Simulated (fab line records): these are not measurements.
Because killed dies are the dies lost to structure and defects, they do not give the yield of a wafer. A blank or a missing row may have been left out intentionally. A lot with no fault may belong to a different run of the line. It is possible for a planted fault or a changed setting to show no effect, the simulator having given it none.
A lot that was struck, set against a sound lot    flow n5_finfet    16 out of 1938 route steps
Sound: wafers L123.3, L123.4, L123.6. Struck: wafers L131.2, L131.5, L131.6. Last of all comes the cause.
At each step with rows: each side's tool, then ch and its chambers, then its first start. Under that, the readings that differ: sound wafers    struck wafers    difference of the means    sigmas: that difference in standard deviations of wafers without a fault.
alike: words and numbers the same on both sides, and readings whose means are apart by under 2 such deviations; not compared: readings that were withheld, readings missing a value for some wafer, numbers with overlapping values and no deviation given by the record, and bounds like >300 which may hide the same value.
Wherever a step has rows on one side only, a row that says differs or no value, or a row with sigmas, the two part there. Numbers that don't overlap but have no deviation are shown without sigmas and don't part them. Lack of a reading on every wafer of one side parts them only where that side has two or more wafers.

first, 7 steps without rows for these wafers: N5_HKMG_FIN_COAT_30 (time 60 s, resist thk 35 nm); N5_HKMG_FIN_COAT_06 (resist thk 90 nm); N5_HKMG_FIN_EBR_08; N5_HKMG_FIN_SOFTBAKE_07 (time 60 s); N5_HKMG_FIN_EXPOSE_09 (exposes mask NWFM); N5_HKMG_FIN_PEB_10 (peb time 60 s); N5_HKMG_FIN_DEVELOP_11 (develop time 30 s).
N5_HKMG_FIN_CD_MEAS_12: the cd target is 92.8 nm.
  sound on cd_sem-02 ch 0, day 6 05:08; struck on cd_sem-02 ch 0, day 8 03:26
  alike: cd_nm
N5_HKMG_FIN_OVL_MEAS_13:
  sound on overlay-02 ch 0, day 6 05:10; struck on overlay-02 ch 0, day 8 03:28
  alike: NWFM_OVL
N5_HKMG_FIN_INSPECT_14: inspects for defects (macro).
  sound on defect_inspect-01, day 6 05:11; struck on defect_inspect-02, day 8 03:30
  alike: raw_defect_count
N5_HKMG_FIN_DESCUM_17: chemistry O2, time 7.9 s.
  sound on rie_diel-05 ch 0,1,2, day 6 05:13; struck on rie_diel-06 ch 0,1,3, day 8 03:50
  alike: drypump_motor_current_A, oes_product_au, rf_vpp_V, showerhead_plenum_p_Torr, temp_c, throttle_valve_pct
  not compared: rf_hours_counter_h
N5_HKMG_FIN_ETCH_31: etches SiARC in CF4, target depth 45.5 nm, time 75.8 s.
  sound on rie_diel-05 ch 0,1,2, day 6 05:15; struck on rie_diel-06 ch 0,1,3, day 8 03:52
  alike: drypump_motor_current_A, etch_rf_on_time_s, oes_product_au, rf_fwd_power_W, rf_vpp_V, showerhead_plenum_p_Torr, throttle_valve_pct
  not compared: rf_hours_counter_h
N5_HKMG_FIN_ETCH_32: etches SOC in N2/H2, target depth 240 nm, time 300 s.
  sound on rie_diel-05 ch 0,1,2, day 6 05:19; struck on rie_diel-06 ch 0,1,3, day 8 03:55
reading                                      sound              struck                difference  sigmas
rf_fwd_power_W (W)                           841.4 837.9 839.6  1043.3 1038.2 1037.7  +200.1      +77
rf_vpp_V (V)                                 522.9 525.9 523.9  490.9 485.8 487.2     -36.3       -17
model.HKMG_FIN.feature_depth_nm (nm)         244.4 246.2 239    274.4 281.4 291.6     +39.3       
model.etch.depth_nm (nm)                     244.3 246.1 238.9  274.4 281.4 291.5     +39.3       
model.SiARC_of_HKMG_FIN_COAT_30.thk_nm (nm)  21.2 20.6 21.4     19.8 19.4 19.2        -1.6        
  alike: drypump_motor_current_A, oes_product_au, showerhead_plenum_p_Torr, temp_c, throttle_valve_pct
  not compared: rf_hours_counter_h
then, 1 step without rows for these wafers: N5_HKMG_FIN_STRIP_33 (strips in N2/H2).
-- here the record skips 4 days between the struck wafers' starts before and after, leaving off in module HKMG_FIN and picking up in module BEOL_M4 (first step shown: number 1111 of the route) --
N5_BEOL_M4_RC_MEAS_101:
  sound on prober-01 ch 0, day 9 12:32; struck on prober-01 ch 0, day 11 22:40
  alike: DIBL_N, DIBL_P, IOFF_N, IOFF_P, ION_N, ION_P, SS_N, SS_P, VT_N, VT_P
after that, 1 step had no rows for these wafers: N5_PASSIVATION_PROBE_49.

## WHERE THEY PART
At N5_HKMG_FIN_ETCH_32 and nowhere else, as far as this record goes. Later steps at which nothing parts them and some readings are alike: N5_BEOL_M4_RC_MEAS_101.

WHY: what had been put in by the simulator
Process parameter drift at N5_HKMG_FIN_ETCH_32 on rie_diel-06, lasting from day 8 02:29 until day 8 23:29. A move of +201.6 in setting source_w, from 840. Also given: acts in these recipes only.
